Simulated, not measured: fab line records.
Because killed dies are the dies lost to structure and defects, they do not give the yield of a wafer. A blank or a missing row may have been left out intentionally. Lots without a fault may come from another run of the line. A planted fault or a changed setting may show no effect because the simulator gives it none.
fab line records	flow nandHarc
record lots=11	wafers=33	lastDay=34
route steps=1302 shown P_ZERO_WELL@16 P_STI@88 END@1302
lots with no fault: from the same line, run without faults
startH: hours from the record's opening day to when the first of the lot's shown wafers began	waitH: how many hours have passed since the lot's step before this one	" identical to the entry in the row above	L1.1+2: one row covering several wafers at once	- value missing, or start not given	* or withheld: withheld	< > ~ a bound
route shown NAME@n: a module of which the file shows steps, and the number in the route of the first	usual: mean and standard deviation over wafers with no fault	same: alike in all rows	chamber/n: place in a boat	sites: each site's reading	_std_site: the standard deviation of these	_edge_site: outer sites' mean less inner sites'	radiusMm: how far each site lies from the wafer's centre	mask NAME#n: copy n	behind: the last tool/chamber to shape the wafer	hold: why the lot was held/for how many hours/how that ended	device: the transistor (n, p or np) that didn't switch	end of line: tests run on the same wafers once the route is complete	step lacking rows: just its recipe	killed: dies lost to structure and defects at the first sort, not the wafer's yield	map: a wafer's dies, x killed, . not, _ none there
set.NAME: the run value of the setting; set.NAME@STEP: its run value at that earlier step	model.NAME: the simulator's own value behind a step, which no gauge read
a sample of lots followed through the steps of the route, with each step as a table and each wafer as a row
services: when a tool's chamber went out of use (startH, in hours from the record's first day, below 0 if earlier), for how many hours, and the reason
## steps
# step NHARC_P_ZERO_WELL_DESCUM_13
# recipe timeS=3	o2FlowSccm=200	arFlowSccm=0	biasPowerW=0	chemistry=O2
# usual drypumpMotorCurrentA=5.8/0.53	oesProductAu=0.999/0.0079	rfVppV=58.0/0.9	showerheadPlenumPTorr=1.96/0.072	throttleValvePct=11.312/0.0084
lot.wafer	tool	chamber	startH	waitH	drypumpMotorCurrentA	oesProductAu	rfHoursCounterH	rfVppV	showerheadPlenumPTorr	throttleValvePct
L586.2	rieDiel-04	2	31.40	-	6.2	0.993	5	58.3	2.01	11.308
L586.5	"	3	"	"	6.0	0.995	-	58.1	2.07	11.324
L586.6	"	0	"	"	5.3	0.998	-	59.3	1.87	11.300
L587.2	rieDiel-04	3	41.69	-	6.0	0.992	7	58.6	2.07	11.322
L587.3	"	3	"	"	6.0	0.997	-	57.4	2.07	11.321
L587.6	"	3	"	"	6.0	0.995	-	60.0	2.07	11.319
L598.3	rieDiel-11	3	151.27	-	5.0	0.994	21	57.6	1.92	11.298
L598.2	"	0	"	"	6.3	1.015	19	56.1	2.00	11.312
L598.1	"	2	"	"	6.1	1.005	23	58.4	1.99	11.317
L599.2	rieDiel-04	1	161.27	-	6.6	1.004	41	57.6	1.80	11.305
L599.3	"	2	"	"	6.2	1.000	46	58.9	2.00	11.308
L599.1	"	0	"	"	5.3	0.991	50	56.6	1.86	11.300
L600.2	rieDiel-11	0	171.40	-	6.4	1.004	27	57.9	2.00	11.315
L600.1	"	2	"	"	6.1	1.014	28	58.1	1.99	11.311
L600.5	"	0	"	"	6.3	1.004	-	59.4	2.00	11.317
L601.2	rieDiel-11	1	181.29	-	6.2	1.000	31	58.6	2.02	11.300
L601.5	"	3	"	"	5.0	1.005	-	58.9	1.92	11.306
L601.6	"	0	"	"	6.3	1.010	-	56.3	2.00	11.323
L602.3	rieDiel-12	3	191.41	-	6.1	0.986	33	58.1	1.88	11.320
L602.1	"	0	"	"	5.0	1.002	31	58.2	1.89	11.326
L602.5	"	3	"	"	6.1	0.992	-	58.0	1.88	11.303
L603.1	rieDiel-11	0	201.42	-	6.3	1.007	33	57.3	2.00	11.323
L603.4	"	2	"	"	6.0	1.002	35	56.7	1.98	11.308
L603.6	"	1	"	"	6.2	1.001	-	58.1	2.02	11.309
L605.4	rieDiel-12	1	221.53	-	5.5	0.993	46	57.6	1.98	11.327
L605.3	"	3	"	"	6.1	1.001	43	57.8	1.87	11.303
L605.6	"	1	"	"	5.5	0.990	-	57.9	1.98	11.303
L607.3	rieDiel-12	2	241.42	-	5.5	0.992	49	58.0	1.99	11.326
L607.2	"	3	"	"	6.1	0.980	50	56.1	1.87	11.323
L607.6	"	1	"	"	5.5	0.994	-	58.5	1.97	11.308
L608.3	rieDiel-11	0	251.43	-	6.3	1.010	49	57.8	1.99	11.313
L608.4	"	3	"	"	5.0	0.983	47	57.9	1.91	11.312
L608.6	"	1	"	"	6.2	0.995	-	57.3	2.01	11.308
# step NHARC_P_ZERO_WELL_ETCH_65
# recipe targetDepthA=800	overetchA=240	timeS=87.88	ionEnergyEv=200	n2FlowSccm=150	h2FlowSccm=150	arFlowSccm=0	rfW=400	biasW=150	chemistry=N2/H2
# usual biasW=149.9/0.43	drypumpMotorCurrentA=5.9/0.51	oesProductAu=0.998/0.0081	rfVppV=432.0/2.2	showerheadPlenumPTorr=2.09/0.077	throttleValvePct=14.170/0.0097
lot.wafer	tool	chamber	startH	waitH	biasW	drypumpMotorCurrentA	oesProductAu	rfHoursCounterH	rfVppV	showerheadPlenumPTorr	throttleValvePct
L586.2	rieDiel-04	2	31.51	0.1	150.3	6.2	0.984	5	433.8	2.14	14.155
L586.6	"	0	"	"	150.0	5.3	0.995	-	431.1	2.00	14.185
L586.5	"	3	"	"	149.8	6.0	1.004	-	435.8	2.22	14.190
L587.3	rieDiel-04	0	42.03	0.3	150.4	5.2	1.003	7	428.0	2.00	14.180
L587.2	"	2	"	"	150.0	6.2	0.984	6	434.9	2.14	14.167
L587.6	"	2	"	"	150.4	6.2	0.981	-	433.6	2.14	14.178
L598.3	rieDiel-11	1	151.38	0.1	149.9	6.2	0.998	21	433.8	2.16	14.168
L598.1	"	3	"	"	150.0	5.0	0.996	21	429.5	2.05	14.180
L598.2	"	0	"	"	149.3	6.3	1.001	20	431.7	2.14	14.148
L599.1	rieDiel-04	1	161.36	0.1	149.5	6.6	1.005	41	429.1	1.91	14.165
L599.3	"	2	"	"	150.2	6.2	0.994	46	433.7	2.13	14.180
L599.2	"	0	"	"	150.3	5.2	0.998	50	430.2	1.98	14.161
L600.2	rieDiel-11	3	171.49	0.1	150.3	5.0	0.992	26	430.9	2.04	14.163
L600.1	"	1	"	"	149.8	6.2	0.990	28	433.7	2.16	14.181
L600.5	"	0	"	"	149.5	6.3	1.000	-	434.4	2.13	14.171
L601.2	rieDiel-11	3	181.39	0.1	149.8	5.0	0.999	29	429.9	2.04	14.169
L601.6	"	0	"	"	149.2	6.3	1.008	-	432.8	2.13	14.174
L601.5	"	1	"	"	149.9	6.2	0.995	-	434.6	2.15	14.164
L602.3	rieDiel-12	1	191.49	0.1	150.2	5.5	0.997	34	432.7	2.11	14.180
L602.1	"	3	"	"	149.8	6.1	1.003	33	429.5	2.00	14.157
L602.5	"	1	"	"	149.7	5.5	0.986	-	432.3	2.11	14.160
L603.1	rieDiel-11	3	201.51	0.1	149.5	5.0	0.999	33	431.9	2.04	14.155
L603.4	"	0	"	"	149.8	6.3	1.000	33	433.5	2.13	14.175
L603.6	"	2	"	"	150.4	6.1	1.014	-	433.5	2.12	14.180
L605.3	rieDiel-12	2	221.61	0.1	150.0	5.4	0.994	43	432.5	2.13	14.154
L605.4	"	3	"	"	150.5	6.1	0.989	43	430.3	2.00	14.173
L605.6	"	2	"	"	150.6	5.4	0.996	-	432.9	2.13	14.166
L607.3	rieDiel-12	3	241.49	0.1	150.3	6.1	0.986	50	428.3	1.99	14.172
L607.2	"	0	"	"	150.1	5.0	0.995	49	429.5	2.00	14.176
L607.6	"	0	"	"	150.4	5.0	0.995	-	429.9	2.00	14.164
L608.3	rieDiel-11	0	251.75	0.3	149.5	6.3	1.013	50	433.3	2.12	14.163
L608.4	"	1	"	"	150.9	6.2	0.997	51	433.0	2.15	14.157
L608.6	"	0	"	"	149.7	6.3	1.002	-	432.6	2.13	14.153
# step NHARC_P_ZERO_WELL_EXPOSE_21
# recipe na=0.6	targetCdNm=720	doseMj=22.31	maskId=P_NWELL
# usual reticleTempC=23.01/0.12
lot.wafer	tool	chamber	startH	waitH	mask	reticleTempC
L586.2	krfScanner-01	0	32.47	-	P_NWELL#0	22.97
L586.5	"	0	"	"	P_NWELL#0	22.88
L586.6	"	0	"	"	P_NWELL#0	22.93
L587.2	krfScanner-04	0	43.08	-	P_HVPW#0	23.21
L587.3	"	0	"	"	P_HVPW#0	23.16
L587.6	"	0	"	"	P_HVPW#0	23.08
L598.1	krfScanner-02	0	152.23	-	P_NWELL#0	22.87
L598.2	"	0	"	"	P_NWELL#0	22.87
L598.3	"	0	"	"	P_NWELL#0	23.01
L599.1	krfScanner-04	0	162.30	-	P_NWELL#0	22.93
L599.2	"	0	"	"	P_NWELL#0	22.88
L599.3	"	0	"	"	P_NWELL#0	22.90
L600.1	krfScanner-02	0	172.43	-	P_NWELL#0	23.14
L600.2	"	0	"	"	P_NWELL#0	23.36
L600.5	"	0	"	"	P_NWELL#0	23.07
L601.2	krfScanner-02	0	182.20	-	P_NWELL#0	23.01
L601.5	"	0	"	"	P_NWELL#0	23.13
L601.6	"	0	"	"	P_NWELL#0	23.08
L602.1	krfScanner-01	0	192.43	-	P_NWELL#0	22.94
L602.3	"	0	"	"	P_NWELL#0	22.92
L602.5	"	0	"	"	P_NWELL#0	22.82
L603.1	krfScanner-02	0	202.44	-	P_NWELL#0	22.97
L603.4	"	0	"	"	P_NWELL#0	23.01
L603.6	"	0	"	"	P_NWELL#0	22.93
L605.3	krfScanner-01	0	222.44	-	P_NWELL#0	22.96
L605.4	"	0	"	"	P_NWELL#0	22.95
L605.6	"	0	"	"	P_NWELL#0	22.93
L607.2	krfScanner-04	0	242.43	-	P_NWELL#0	23.19
L607.3	"	0	"	"	P_NWELL#0	23.08
L607.6	"	0	"	"	P_NWELL#0	23.04
L608.3	krfScanner-01	0	252.69	-	P_NWELL#0	23.28
L608.4	"	0	"	"	P_NWELL#0	22.89
L608.6	"	0	"	"	P_NWELL#0	22.99
# step NHARC_P_ZERO_WELL_CD_MEAS_24
# recipe targetCdNm=720	landingEnergyEv=500
# usual cdNm=719.5/1.4
lot.wafer	tool	chamber	startH	waitH	cdNm
L586.2	cdSem-02	0	32.62	-	722.1
L586.5	"	0	"	"	719.7
L586.6	"	0	"	"	720.2
L587.2	cdSem-02	0	43.24	-	-
L587.3	"	0	"	"	-
L587.6	"	0	"	"	-
L598.1	cdSem-03	0	152.38	-	719.2
L598.2	"	0	"	"	720.0
L598.3	"	0	"	"	719.4
L599.1	cdSem-03	0	162.46	-	718.7
L599.2	"	0	"	"	717.1
L599.3	"	0	"	"	718.6
L600.1	cdSem-03	0	172.58	-	720.3
L600.2	"	0	"	"	719.3
L600.5	"	0	"	"	719.9
L601.2	cdSem-01	0	182.35	-	721.7
L601.5	"	0	"	"	720.7
L601.6	"	0	"	"	721.6
L602.1	cdSem-03	0	192.59	-	719.8
L602.3	"	0	"	"	719.1
L602.5	"	0	"	"	719.7
L603.1	cdSem-01	0	202.60	-	721.7
L603.4	"	0	"	"	720.9
L603.6	"	0	"	"	723.1
L605.3	cdSem-03	0	222.59	-	718.6
L605.4	"	0	"	"	718.9
L605.6	"	0	"	"	720.8
L607.2	cdSem-01	0	242.59	-	720.9
L607.3	"	0	"	"	719.6
L607.6	"	0	"	"	718.2
L608.3	cdSem-03	0	252.85	-	719.0
L608.4	"	0	"	"	719.0
L608.6	"	0	"	"	719.3
# step NHARC_P_STI_ETCH_42
# recipe targetDepthA=800	overetchA=240	timeS=61	ionEnergyEv=200	n2FlowSccm=150	h2FlowSccm=150	arFlowSccm=0	rfW=400	biasW=150	chemistry=N2/H2
# usual biasW=150.0/0.43	drypumpMotorCurrentA=5.8/0.3	oesProductAu=1.000/0.007	rfVppV=430.5/2.1	showerheadPlenumPTorr=2.04/0.073	throttleValvePct=14.171/0.0087
lot.wafer	tool	chamber	startH	waitH	biasW	drypumpMotorCurrentA	oesProductAu	rfHoursCounterH	rfVppV	showerheadPlenumPTorr	throttleValvePct
L586.2	rieDiel-01	0	55.00	0.1	150.2	5.8	0.999	2	429.6	2.06	14.170
L586.6	"	0	"	"	150.4	5.7	0.998	-	431.7	2.06	14.165
L586.5	"	1	"	"	149.0	5.8	0.998	-	428.4	1.95	14.177
L598.3	rieDiel-02	1	174.40	0.1	149.9	5.7	0.997	11	426.4	1.94	14.171
L598.1	"	2	"	"	150.5	6.0	0.997	11	431.5	2.06	14.174
L598.2	"	0	"	"	150.0	5.5	0.999	10	430.0	2.06	14.180
L599.3	rieDiel-05	2	186.50	0.1	149.1	6.1	1.001	6	429.5	1.97	14.181
L599.1	"	3	"	"	149.7	5.2	1.005	6	430.0	2.03	14.173
L599.2	"	0	"	"	149.2	5.7	0.997	6	435.8	2.17	14.183
L600.2	rieDiel-02	1	193.97	0.1	149.5	5.7	0.996	12	427.7	1.94	14.156
L600.1	"	2	"	"	150.6	6.0	0.993	12	431.9	2.06	14.171
L600.5	"	0	"	"	150.3	5.5	0.993	-	431.7	2.06	14.173
L601.2	rieDiel-02	1	205.70	0.1	150.6	5.7	1.008	13	428.1	1.94	14.154
L601.6	"	3	"	"	149.6	5.8	1.008	-	429.5	2.09	14.177
L601.5	"	0	"	"	149.8	5.5	1.003	-	430.6	2.06	14.155
L602.1	rieDiel-05	1	214.96	0.1	149.1	6.2	0.999	7	426.2	1.93	14.174
L602.3	"	3	"	"	149.8	5.2	0.992	7	428.7	2.03	14.184
L602.5	"	1	"	"	149.6	6.2	0.991	-	427.3	1.93	14.164
L603.1	rieDiel-02	0	225.99	0.1	150.1	5.5	0.997	0	431.2	2.06	14.154
L603.4	"	0	"	"	149.7	5.5	0.991	-	431.5	2.06	14.178
L603.6	"	3	"	"	149.9	5.8	1.007	-	431.0	2.09	14.166
L605.4	rieDiel-02	0	246.01	0.1	149.5	5.5	1.005	3	431.6	2.06	14.188
L605.3	"	3	"	"	150.3	5.8	1.002	3	431.9	2.09	14.163
L605.6	"	0	"	"	149.7	5.5	1.000	-	431.8	2.06	14.167
L608.3	rieDiel-02	3	275.47	0.1	150.2	5.8	1.006	6	432.5	2.09	14.165
L608.6	"	3	"	"	149.4	5.8	1.001	-	432.7	2.09	14.172
L608.4	"	0	"	"	150.5	5.5	1.002	-	431.8	2.05	14.162
L607.2	rieDiel-02	0	293.38	0.1	150.9	5.5	0.996	8	431.1	2.05	14.171
L607.3	"	1	"	"	150.1	5.7	0.996	6	428.7	1.93	14.165
L607.6	"	1	"	"	150.0	5.7	1.012	-	428.6	1.93	14.172
# step NHARC_END_SORT_01
# recipe tempC=25
# usual killedAtArray=58/15	killedAtOther=0.8/1.2	killedAtPeriphery=3.5/2.5	killedDies=62/15	killedOpen=3.2/1.7	killedShort=2.4/1.5
# same grossDies=677
lot.wafer	tool	chamber	startH	waitH	killedAtArray	killedAtOther	killedAtPeriphery	killedDies	killedOpen	killedShort
L587.2	prober-01	0	566.79	2.8	79	0	598	677	2	2
L587.3	prober-01	0	567.59	3.1	60	1	616	677	1	5
L587.6	prober-01	0	570.01	4.0	66	0	611	677	1	3
# killed by level:class
L587.2 P_ZERO_WELL:areaExpose=598 A_CHANNEL_HOLE_D1:chamberFilmFlake=35 A_SLIT:chamberFilmFlake=28 A_CHANNEL_HOLE_D2:chamberFilmFlake=6 A_STAIRCASE:chamberFilmFlake=3 A_CONTACT:chamberFilmFlake=3 A_ONON_D2:geometricParticle:short=2 A_CHANNEL_HOLE_D1:geometricParticle:open=1
L587.3 P_ZERO_WELL:areaExpose=613 A_CHANNEL_HOLE_D1:chamberFilmFlake=26 A_SLIT:chamberFilmFlake=16 A_CHANNEL_HOLE_D2:chamberFilmFlake=7 A_CONTACT:chamberFilmFlake=4 A_STAIRCASE:chamberFilmFlake=3 P_M0:geometricParticle:short=1 P_M0:geometricParticle:open=1
L587.6 P_ZERO_WELL:areaExpose=610 A_CHANNEL_HOLE_D1:chamberFilmFlake=34 A_SLIT:chamberFilmFlake=17 A_CHANNEL_HOLE_D2:chamberFilmFlake=9 A_CONTACT:chamberFilmFlake=2 A_ONON_D1:geometricParticle:short=1 A_CHANNEL_FILL_D1:geometricParticle:short=1 A_CHANNEL_FILL_D2:geometricParticle:short=1
## services
tool	chamber	startH	hours	kind
rieDiel-04	1	17.35	26.8	repair
rieDiel-02	3	23.35	2.4	repair
rieDiel-12	1	32.98	2.7	repair
krfScanner-01	-	33.85	5.9	repair
rieDiel-04	2	34.93	7.1	repair
rieDiel-02	-	39.70	9.0	pm
rieDiel-04	-	40.47	0.8	repair
rieDiel-12	1	51.83	7.7	repair
rieDiel-11	2	59.11	4.5	repair
rieDiel-11	-	78.50	9.0	pm
rieDiel-02	1	79.81	3.4	repair
rieDiel-12	-	91.40	9.0	pm
rieDiel-12	-	127.57	0.8	repair
rieDiel-04	1	134.80	3.5	repair
rieDiel-12	2	136.25	8.9	repair
rieDiel-04	-	180.56	9.0	pm
rieDiel-02	-	212.02	0.8	repair
rieDiel-02	-	216.70	9.0	pm
rieDiel-04	2	221.92	6.3	repair
rieDiel-12	3	252.89	13.2	repair
rieDiel-11	-	255.51	9.0	pm
rieDiel-12	-	268.44	9.0	pm
rieDiel-04	0	281.80	16.0	repair
rieDiel-04	2	291.43	9.7	repair
## key
firstSign step=NHARC_P_ZERO_WELL_EXPOSE_21	reading=mask	direction=changed
effect step=NHARC_P_ZERO_WELL_CD_MEAS_24	reading=cdNm	direction=missing
effect step=NHARC_END_SORT_01	reading=killedAtPeriphery	direction=up	sigmas=99+	usual=3.5	struck=608.3
moreKillsBornAt NHARC_P_ZERO_WELL_EXPOSE_21@krfScanner-04=1821
metAt NHARC_P_ZERO_WELL_EXPOSE_21
struckLots L587
laterRowsLeftOut L587.2,L587.3,L587.6
testerLeftOut L587
notActingAt NHARC_P_ZERO_WELL_DESCUM_13,NHARC_P_ZERO_WELL_ETCH_65,NHARC_P_STI_ETCH_42
fault kind=wrongMask	tool=any	chamber=-	onsetH=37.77	steps=NHARC_P_ZERO_WELL_EXPOSE_21	auxCopy=P_HVPW#0	scope=struckLotsOnly
# testerLeftOut: of these lots the tester's yield and bins aren't shown, on N5 and GAA mostly nor the transistor test; their killed dies are dies lost to structure and defects alone, not to doping, threshold or leakage, so they don't give the yield
# laterRowsLeftOut: the simulator's readings of these wafers behind a module that went badly wrong aren't trusted and aren't shown, but for the sort
